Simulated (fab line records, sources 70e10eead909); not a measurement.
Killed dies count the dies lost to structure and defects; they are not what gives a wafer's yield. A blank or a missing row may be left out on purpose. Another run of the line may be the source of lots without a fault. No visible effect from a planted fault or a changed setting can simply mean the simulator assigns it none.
The tool behind it: which one? + flow nandHarc + 7 lots, 21 wafers sampled, at 2 steps of a route of 1302

## WHAT EACH GAUGE READ, for each wafer
NHARC_A_ONON_D1_THK_MEAS_24: measures by ellipsometry.
| lot  | measured     | on           | thkNm (nm)     |
|------|--------------|--------------|----------------|
| L216 | day 8 17:47  | filmMetro-01 | 993 992 992    |
| L219 | day 10 03:02 | filmMetro-02 | 1014 1015 1013 |
| L221 | day 11 00:02 | filmMetro-02 | 1005 1005 1004 |
| L229 | day 14 16:37 | filmMetro-02 | 576 577 578    |
| L232 | day 15 17:59 | filmMetro-01 | 1010 1010 1011 |
| L235 | day 16 10:44 | filmMetro-02 | 1008 1008 1009 |
| L238 | day 17 14:12 | filmMetro-02 | 1020 1022 1022 |

## EACH LOT AND THE TOOL THAT RAN IT (in order: tool; ch and the chambers of the sampled wafers; start)
| lot  | NHARC_A_ONON_D1_DEP_22          |
|------|---------------------------------|
| L216 | pecvdOnon-04 ch 0, day 8 17:20  |
| L219 | pecvdOnon-01 ch 0, day 10 02:38 |
| L221 | pecvdOnon-04 ch 0, day 10 23:41 |
| L229 | pecvdOnon-02 ch 0, day 14 16:06 |
| L232 | pecvdOnon-01 ch 0, day 15 17:28 |
| L235 | pecvdOnon-01 ch 0, day 16 10:13 |
| L238 | pecvdOnon-01 ch 0, day 17 13:44 |
- NHARC_A_ONON_D1_DEP_22: target thk 1000 nm.

## THE ANSWER, worked out from the rows above alone
Rule: usual is defined by the lots themselves. Put in order of their means at a reading, lots are off if they are a third of the lots or fewer, leave a main group of 4 or more, and stand apart from it by a gap of 3 or more times the standard deviation of the main group's means; of several such gaps the widest counts. Not used: any main group whose means are identical at the precision the tables above print for the reading. Also off: a lot with no number at a reading for which 4 or more lots have one. Where the step has rows for the other lots, those lots are counted as sound.
Off at NHARC_A_ONON_D1_THK_MEAS_24 (thkNm): L229. For the main group the mean is 1008 nm and the standard deviation 8.9.
If a tool, at a process step before that reading, ran all the lots that are off and no sound lot after the first of them, it fits. Gauges at NHARC_A_ONON_D1_THK_MEAS_24: tried the same way as those tools. One fits: pecvdOnon-02 at NHARC_A_ONON_D1_DEP_22. It ran no sound lot before its first lot that is off in this sample, so the start can't be narrowed down.

## WHAT THE SIMULATOR HAD PUT IN
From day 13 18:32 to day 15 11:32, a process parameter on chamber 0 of pecvdOnon-02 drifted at NHARC_A_ONON_D1_DEP_22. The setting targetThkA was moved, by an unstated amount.
Struck lots among those shown: L229. This agrees with what the rule above found.
